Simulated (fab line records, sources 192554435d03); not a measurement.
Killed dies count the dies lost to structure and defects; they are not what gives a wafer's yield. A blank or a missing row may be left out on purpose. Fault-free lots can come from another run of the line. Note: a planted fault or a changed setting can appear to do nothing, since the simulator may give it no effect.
Comparing a struck lot with a sound one / flow n5Finfet / 15 steps out of a route of 1938
Sound: these wafers, L798.2, L798.3, L798.5. Struck: wafer L786.6 (L786.4, L786.5, from the same lot, were not struck and are left out); the cause is given at the end.
Order at every step that has rows: each side's tool, ch and its chambers, its first start. Under that, the readings that differ: sound wafers / struck wafers / difference of the means / sigmas: that difference in standard deviations of wafers without a fault.
alike: words and numbers the same on both sides, and readings whose means are apart by under 2 such deviations; not compared: readings that were withheld, readings missing a value for some wafer, numbers with overlapping values and no deviation given by the record, and bounds like >300 which may hide the same value.
A row with sigmas, a row that says differs or no value, or rows on one side alone: a step with any of these is where the two part. Numbers that don't overlap but have no deviation are shown without sigmas and don't part them. Lack of a reading on every wafer of one side parts them only where that side has two or more wafers.

N5_BEOL_M6_CD_MEAS_28: the cd target is 40 nm.
  sound on cdSem-03 ch 0, day 14 01:02; struck on cdSem-01 ch 0, day 11 03:05
  alike: cdNm
N5_BEOL_M6_OVL_MEAS_29:
  sound on overlay-01 ch 0, day 14 01:04; struck on overlay-02 ch 0, day 11 03:08
reading=V5_OVL (nm); sound=0.2 0.9 1.4; struck=-0.6; difference=-1.4; sigmas=-2
N5_BEOL_M6_INSPECT_30: inspects for defects (brightfield).
  struck on defectInspect-01, day 11 03:11; sound on defectInspect-02, day 14 01:07
reading=rawDefectCount; sound=249 430 316; struck=495; difference=+163; sigmas=+2
N5_BEOL_M6_DESCUM_33: chemistry O2, time 7 s.
  sound on rieDiel-03 ch 0,1,2, day 14 01:17; struck on rieDiel-04 ch 1, day 11 03:13
  alike: drypumpMotorCurrentA, oesProductAu, rfVppV, showerheadPlenumPTorr, throttleValvePct
  not compared: rfHoursCounterH
N5_BEOL_M6_ETCH_72: etches underlayer in N2/H2, target depth 6.5 nm, time 5.2 s.
  sound on rieDiel-03 ch 0,1,2, day 14 01:19; struck on rieDiel-04 ch 1, day 11 03:14
  alike: biasW, drypumpMotorCurrentA, etchRfOnTimeS, oesProductAu, rfVppV, showerheadPlenumPTorr, throttleValvePct
  not compared: rfHoursCounterH
N5_BEOL_M6_ETCH_65: etches SiARC in CF4, target depth 15.6 nm, time 26 s.
  sound on rieDiel-03 ch 0,1,2, day 14 01:20; struck on rieDiel-04 ch 1, day 11 03:16
  alike: biasW, drypumpMotorCurrentA, etchRfOnTimeS, oesProductAu, rfVppV, showerheadPlenumPTorr, throttleValvePct
  not compared: rfHoursCounterH
then, 5 steps without rows for these wafers: N5_BEOL_M6_ETCH_66 (etches SOC in N2/H2, target depth 80 nm, overetch 16 nm, time 120 s); N5_BEOL_M6_STRIP_69 (strips in N2/H2); N5_BEOL_M6_STRIP_73 (strips in N2/H2); N5_BEOL_M6_VIA_ETCH_34 (etches SiCOH lowk in C4F6/O2, target depth 126.3 nm, time 50.9 s); N5_BEOL_M6_STRIP_76 (strips in C4F6/O2).
N5_BEOL_M6_STRIP_36: strips in N2/H2.
  sound on rieDiel-03 ch 0,1,2, day 14 01:31; struck on rieDiel-04 ch 1, day 11 03:26
  alike: drypumpMotorCurrentA, oesProductAu, powerW, rfVppV, showerheadPlenumPTorr, throttleValvePct
  not compared: rfHoursCounterH
N5_BEOL_M6_TRENCH_ETCH_37: etches SiCOH lowk in C4F6/O2, target depth 94.435 nm, time 31.5 s.
  sound on rieDiel-03 ch 0,1,2, day 14 01:34; struck on rieDiel-04 ch 1, day 11 03:29
reading=biasW (W); sound=185.3 185.2 184.6; struck=170.5; difference=-14.5; sigmas=-25
reading=rfVppV (V); sound=669 656 650; struck=610; difference=-48; sigmas=-4
reading=model.etch.depthNm (nm); sound=93.49 95.76 92.7; struck=91.22; difference=-2.76; sigmas=
reading=model.BEOL_M6.featureDepthNm (nm); sound=93.4 95.8 92.6; struck=91.2; difference=-2.7; sigmas=
  alike: drypumpMotorCurrentA, oesProductAu, showerheadPlenumPTorr, throttleValvePct
  not compared: rfHoursCounterH
N5_BEOL_M6_ETCH_41: etches SiCN in CH3F/O2, target depth 29.7 nm, time 52 s.
  sound: rieDiel-03 ch 0,1,2; struck: rieDiel-04 ch 1
  alike: CH3F_flow_sccm, biasW, drypumpMotorCurrentA, oesProductAu, rfVppV, showerheadPlenumPTorr, throttleValvePct
  not compared: rfHoursCounterH
-- the record jumps here: 4 days lie between the struck wafers' starts before and after (it left off in module BEOL_M6 and takes up again in module PASSIVATION, whose first step shown is number 1936 of the route) --
N5_PASSIVATION_PROBE_49:
  struck on prober-01, day 14 23:12; sound on prober-01, day 17 15:07
  alike: defectLimitedYield, killed_at_M0_to_M3, killed_at_M4_up, killedAtContacts, killedAtFrontEnd, killedAtOther, killedDies, killedOpen, killedShort, sort_bin_5_function, sort_bin_6_memory, sortNPass, sortYieldPct

== WHERE THEY PART ==
At N5_BEOL_M6_OVL_MEAS_29 first; at N5_BEOL_M6_TRENCH_ETCH_37 last (within this record only). Later steps at which nothing parts them and some readings are alike: N5_BEOL_M6_ETCH_41, N5_PASSIVATION_PROBE_49.

WHY: what had been put in by the simulator
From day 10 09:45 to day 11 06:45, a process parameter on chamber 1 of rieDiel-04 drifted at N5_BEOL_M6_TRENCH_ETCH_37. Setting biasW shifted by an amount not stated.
